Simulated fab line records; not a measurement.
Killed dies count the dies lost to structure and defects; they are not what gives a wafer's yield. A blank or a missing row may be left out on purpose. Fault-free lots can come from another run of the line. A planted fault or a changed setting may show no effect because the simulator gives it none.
Chamber matching || flow n5Finfet || 3 sister chambers for N5_BEOL_M8_ILD_DEP_00 on pecvd-02
The step deposits SiCOH lowk from DEMS/porogen, target thk 179.75 nm, time 33.4 s. 3 wafers are shown with their chamber, then 10 later ones without.

## WAFERS PAIRED WITH THEIR CHAMBERS
{"wafer": "L087.4", "chamber": 1, "heaterPowerOuterW (W)": 227}
{"wafer": "L091.2", "chamber": 0, "heaterPowerOuterW (W)": 76}
{"wafer": "L091.3", "chamber": 2, "heaterPowerOuterW (W)": 146}

## WAFERS WITH NO CHAMBER GIVEN
{"wafer": "L091.4", "heaterPowerOuterW (W)": 81}
{"wafer": "L092.2", "heaterPowerOuterW (W)": 186}
{"wafer": "L092.4", "heaterPowerOuterW (W)": 187}
{"wafer": "L092.6", "heaterPowerOuterW (W)": 180}
{"wafer": "L096.1", "heaterPowerOuterW (W)": 182}
{"wafer": "L096.3", "heaterPowerOuterW (W)": 157}
{"wafer": "L096.5", "heaterPowerOuterW (W)": 77}
{"wafer": "L097.1", "heaterPowerOuterW (W)": 131}
{"wafer": "L097.4", "heaterPowerOuterW (W)": 172}
{"wafer": "L097.5", "heaterPowerOuterW (W)": 191}

## THE CHAMBER EACH PASSED THROUGH
{"wafer": "L091.4", "from the rows above": 0, "in truth": 0}
{"wafer": "L092.2", "from the rows above": "can't be placed: 2 or 1", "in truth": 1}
{"wafer": "L092.4", "from the rows above": "can't be placed: 1 or 2", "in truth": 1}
{"wafer": "L092.6", "from the rows above": "can't be placed: 2 or 1", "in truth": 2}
{"wafer": "L096.1", "from the rows above": "can't be placed: 2 or 1", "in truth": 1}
{"wafer": "L096.3", "from the rows above": 2, "in truth": 2}
{"wafer": "L096.5", "from the rows above": 0, "in truth": 0}
{"wafer": "L097.1", "from the rows above": "can't be placed: 2 or 0", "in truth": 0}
{"wafer": "L097.4", "from the rows above": "can't be placed: 2 or 1", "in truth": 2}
{"wafer": "L097.5", "from the rows above": "can't be placed: 1 or 2", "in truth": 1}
Correctly placed: 3 of 10. These rows do not allow placing 7 (true chamber among the candidates in 7). 0 placed wrongly.
How it was worked out, from the rows above alone: a wafer's distance from a chamber is the root of the sum, over the readings, of the square of ((its reading less the chamber's mean) divided by the reading's scatter). If the next closest chamber is less than 2 further off than the closest, the wafer can't be placed; otherwise it belongs to the closest. The mean given for a chamber averages the wafers shown for that chamber. The scatter: root of mean squared gap, hidden wafer to nearest shown wafer, with one shown wafer a chamber.
